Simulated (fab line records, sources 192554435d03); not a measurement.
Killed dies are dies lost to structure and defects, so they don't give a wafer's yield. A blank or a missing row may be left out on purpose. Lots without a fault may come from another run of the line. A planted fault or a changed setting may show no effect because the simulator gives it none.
Chamber matching | flow n5_finfet | N5_BEOL_M7_ETCH_72 on rie_diel-06: 4 sister chambers
The step etches underlayer in N2/H2, target depth 6.5 nm, time 5.2 s. 7 wafers are shown with their chamber, then 7 later ones without.

WAFERS WITH THEIR CHAMBER
wafer  | chamber | showerhead_plenum_p_Torr (Torr) | drypump_motor_current_A (A)
L076.5 | 1       | 2.50                            | 5.1
L084.4 | 3       | 2.65                            | 5.8
L086.1 | 3       | 2.65                            | 5.7
L086.3 | 1       | 2.49                            | 5.1
L086.4 | 2       | 2.48                            | 5.0
L089.2 | 0       | 2.40                            | 6.2
L089.4 | 2       | 2.48                            | 4.9

WAFERS WITHOUT THEIR CHAMBER
wafer  | showerhead_plenum_p_Torr (Torr) | drypump_motor_current_A (A)
L089.5 | 2.64                            | 5.7
L092.1 | 2.64                            | 5.7
L092.2 | 2.40                            | 6.2
L092.3 | 2.48                            | 4.9
L095.1 | 2.64                            | 5.8
L095.3 | 2.48                            | 5.0
L095.6 | 2.47                            | 5.0

WHICH CHAMBER EACH WENT THROUGH
wafer  | from the rows above | in truth
L089.5 | 3                   | 3
L092.1 | 3                   | 3
L092.2 | 0                   | 0
L092.3 | 2                   | 2
L095.1 | 3                   | 3
L095.3 | 2                   | 2
L095.6 | 2                   | 2
Placed correctly: 7 of 7. Can't be placed from these rows: 0. Placed wrongly: 0.
How it was worked out, from the rows above alone: a wafer's distance from a chamber is the root of the sum, over the readings, of the square of ((its reading less the chamber's mean) divided by the reading's scatter). The wafer belongs to the nearest chamber; if the next one is less than 2 further off, it can't be placed. A chamber's mean is the mean of its shown wafers. The scatter: the root of (the sum of the squares of (reading less its chamber's mean) over the shown wafers, divided by (wafers less chambers)).
